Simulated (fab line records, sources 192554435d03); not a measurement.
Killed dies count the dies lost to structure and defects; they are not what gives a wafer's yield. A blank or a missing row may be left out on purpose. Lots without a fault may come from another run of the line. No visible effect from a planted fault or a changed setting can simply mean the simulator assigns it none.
Which tool is to blame? ; flow n5-finfet ; 9 lots with 27 wafers sampled at 6 steps, on a route of 1938 steps

WHAT THE GAUGES SHOWED, per wafer
N5_ILD0_THK_MEAS_08.
lot;measured;on;thk-nm (nm)
L612;day 4 16:29;film-metro-02;137.7 138.8 139.7
L615;day 5 02:47;film-metro-01;140.2 138.3 141.0
L618;day 5 17:48;film-metro-01;138.2 139.1 141.1
L619;day 6 00:28;film-metro-01;138.2 139.1 139.5
L620;day 6 10:16;film-metro-02;136.8 138.5 137.7
L623;day 7 06:27;film-metro-01;140.1 138.2 139.7
L624;day 7 14:42;film-metro-01;139.9 139.6 139.6
L626;day 7 19:44;film-metro-02;137.5 138.3 140.5
L629;day 8 16:15;film-metro-01;139.8 138.7 138.5

N5_ILD0_THK_MEAS_13.
lot;measured;on;thk-nm (nm)
L612;day 4 19:42;film-metro-01;17.3 17.6 17.6
L615;day 5 06:05;film-metro-01;20.2 18.8 19.7
L618;day 5 21:01;film-metro-02;24.0 24.0 24.0
L619;day 6 03:40;film-metro-02;24.0 24.0 24.0
L620;day 6 13:29;film-metro-02;24.0 24.2 24.1
L623;day 7 09:41;film-metro-01;15.8 17.0 14.3
L624;day 7 17:55;film-metro-02;18.3 20.3 17.6
L626;day 7 22:57;film-metro-02;18.9 17.6 16.4
L629;day 8 19:37;film-metro-02;16.6 16.0 17.7

N5_BEOL_M4_RC_MEAS_101.
lot;measured;on;DIBL_N (mV/V);DIBL_P (mV/V);IOFF_N (nA/um);IOFF_P (nA/um);ION_N (uA/um);ION_P (uA/um);SS_N (mV/dec);SS_P (mV/dec);VT_N (mV);VT_P (mV)
L612;day 11 04:26;prober-02;32.7 35.9 36.7;32.2 34.8 36.0;0.103 0.140 0.152;0.16 0.19 0.20;668 672 678;463 457 458;70.7 70.7 70.6;72.2 73.0 73.6;255.7 251.5 250.0;-256 -255 -251
L615;day 12 00:50;prober-02;34.7 35.7 35.7;35.6 36.4 36.5;0.134 0.155 0.146;0.18 0.20 0.19;666 679 674;460 461 465;71.4 71.4 71.2;72.7 72.8 72.5;252.2 248.9 249.6;-252 -251 -251
L623;day 14 22:04;prober-01;34.4 36.4 36.0;35.3 36.9 36.5;0.136 0.170 0.150;0.18 0.21 0.20;673 685 678;459 470 466;71.2 71.1 71.1;72.1 73.6 72.4;250.9 245.4 247.7;-252 -248 -248
L624;day 13 22:02;prober-02;35.8 36.9 35.5;34.7 37.0 34.6;0.133 0.160 0.142;0.21 0.25 0.22;668 669 665;463 465 466;70.8 71.2 70.7;73.0 73.9 72.5;252.7 245.8 247.8;-247 -246 -248
L626;day 14 18:20;prober-01;34.8 32.6 35.5;35.1 32.5 35.8;0.140 0.105 0.151;0.18 0.15 0.20;665 658 662;452 454 457;71.5 70.6 70.9;73.5 73.3 73.1;250.6 256.1 249.8;-255 -255 -253
L629;day 15 06:22;prober-01;35.8 36.0 39.1;35.9 36.7 38.8;0.150 0.158 0.214;0.18 0.20 0.23;663 665 697;453 462 468;71.1 71.2 71.9;72.5 72.8 73.2;251.4 247.5 244.7;-251 -249 -251

WHICH TOOL RAN EACH LOT (tool, then ch and the chambers of the sampled wafers, then the start)
lot;N5_SD_EPI_P_ETCH_37;N5_SD_EPI_P_SD_RECESS_17;N5_ILD0_CMP_12
L612;rie-diel-02 ch 0,3, day 4 09:00;rie-si-06 ch 0,2,3, day 4 09:35;cmp-04 ch 1,2,3, day 4 19:31
L615;rie-diel-02 ch 0,1, day 4 17:32;rie-si-04 ch 0, day 4 18:07;cmp-02 ch 2,3, day 5 05:47
L618;rie-diel-04 ch 1,2,3, day 5 09:37;rie-si-04 ch 0,2, day 5 10:13;cmp-02 ch 0,1, day 5 20:43
L619;rie-diel-04 ch 1,2,3, day 5 17:02;rie-si-06 ch 0,3, day 5 17:38;cmp-02 ch 0,1,2, day 6 03:23
L620;rie-diel-02 ch 0,1, day 6 01:49;rie-si-06 ch 0,2, day 6 02:25;cmp-04 ch 0,2, day 6 13:13
L623;rie-diel-06 ch 0,2,3, day 6 22:01;rie-si-04 ch 0,2, day 6 22:37;cmp-02 ch 0,1, day 7 09:23
L624;rie-diel-04 ch 0,2,3, day 7 06:25;rie-si-06 ch 1,3, day 7 07:01;cmp-02 ch 0,2, day 7 17:37
L626;rie-diel-02 ch 0,2,3, day 7 11:45;rie-si-06 ch 1,2,3, day 7 12:20;cmp-04 ch 0,2,3, day 7 22:46
L629;rie-diel-04 ch 0,1,2, day 8 07:49;rie-si-06 ch 0,2,3, day 8 08:24;cmp-02 ch 0,1,3, day 8 19:20
- N5_SD_EPI_P_ETCH_37: etches SOC in N2/H2, overetch 108 nm, time 486 s.
- N5_SD_EPI_P_SD_RECESS_17: chemistry HBr/Cl2/O2, target depth 39.1 nm, bt time 3 s.
- N5_ILD0_CMP_12: polishes SiNx, stops on poly-Si, t overpolish 6 s, target thk 17.67 nm.

AS READ BY THE TOOLS THEMSELVES (means over the sampled wafers that have a number; for cases with no such wafer, the mark the record gives instead)
N5_SD_EPI_P_ETCH_37.
lot;tool;drypump-motor-current-A (A);h2-flow-sccm (sccm);oes-product-au (a.u.);rf-vpp-V (V);showerhead-plenum-p-Torr (Torr);throttle-valve-pct (%)
L612;rie-diel-02;5.6;199.5;0.66;240.4;2.55;24.08
L615;rie-diel-02;5.6;200.2;0.66;240.6;2.55;23.79
L618;rie-diel-04;5.7;199.8;0.64;240.5;2.53;24.13
L619;rie-diel-04;5.8;200.2;0.64;239.9;2.53;24.14
L620;rie-diel-02;5.6;200.1;0.65;241.8;2.55;23.82
L623;rie-diel-06;5.2;199.8;0.70;241.2;2.52;23.84
L624;rie-diel-04;5.6;200.4;0.72;240.3;2.56;23.93
L626;rie-diel-02;5.5;200.2;0.64;240.9;2.54;23.92
L629;rie-diel-04;5.8;200.0;0.71;240.3;2.52;24.00

N5_SD_EPI_P_SD_RECESS_17.
lot;tool;O2_flow_sccm (sccm);drypump-motor-current-A (A);oes-product-au (a.u.);throttle-valve-pct (%)
L612;rie-si-06;12.03;5.6;0.987;37.4
L615;rie-si-04;12.01;5.4;1.013;37.2
L618;rie-si-04;12.03;5.4;1.009;37.0
L619;rie-si-06;11.97;5.8;0.979;37.4
L620;rie-si-06;12.01;5.4;1.008;37.4
L623;rie-si-04;12.03;5.5;1.008;36.9
L624;rie-si-06;12.00;5.6;1.010;37.3
L626;rie-si-06;11.98;5.5;1.006;37.3
L629;rie-si-06;12.00;5.6;0.986;37.4

N5_ILD0_CMP_12.
lot;tool;edge-zone-pressure-frac;head-pressure-psi (psi);motor-current-A (A);overpolish-run-s (s);time-to-endpoint-s (s)
L612;cmp-04;1.000;2.499;9.1;5.993;29.9
L615;cmp-02;1.000;2.499;10.0;5.999;31.7
L618;cmp-02;-;-;-;-;-
L619;cmp-02;-;-;-;-;-
L620;cmp-04;-;-;-;-;-
L623;cmp-02;1.001;2.497;8.7;5.994;27.9
L624;cmp-02;0.997;2.499;9.6;5.998;29.6
L626;cmp-04;0.997;2.503;8.5;5.996;29.8
L629;cmp-02;1.001;2.501;9.1;5.996;29.5

THE ANSWER, worked out from the rows above alone
Rule: the usual values come from the lots themselves. Put in order of their means at a reading, lots are off if they are a third of the lots or fewer, leave a main group of 4 or more, and stand apart from it by a gap of 3 or more times the standard deviation of the main group's means; of several such gaps the widest counts. A main group is skipped when, at the precision printed for the reading in the tables above, its means are all equal. A lot without any number at a reading at which 4 lots or more have one is off too. Where the step has rows for the other lots, those lots are counted as sound. After the gauges, taken in route order, come the tools' own readings; for these a lot's mean is taken, as printed above. The first step at which some lot is off is used, and at that step the reading that is off furthest; a lot without a number counts as furthest.
Off: L618, L619, L620, at N5_ILD0_THK_MEAS_13 (thk-nm). The main group has a mean of 17.6 nm with a standard deviation of 1.3.
If a tool, at a process step before that reading, ran all the lots that are off and no sound lot after the first of them, it fits. Not tried: the gauges at N5_ILD0_THK_MEAS_13; whatever is off there is also off at N5_ILD0_CMP_12, on other tools, and gauge error can't account for it. Not one of the candidates tried fits.

WHAT THE SIMULATOR PUT IN
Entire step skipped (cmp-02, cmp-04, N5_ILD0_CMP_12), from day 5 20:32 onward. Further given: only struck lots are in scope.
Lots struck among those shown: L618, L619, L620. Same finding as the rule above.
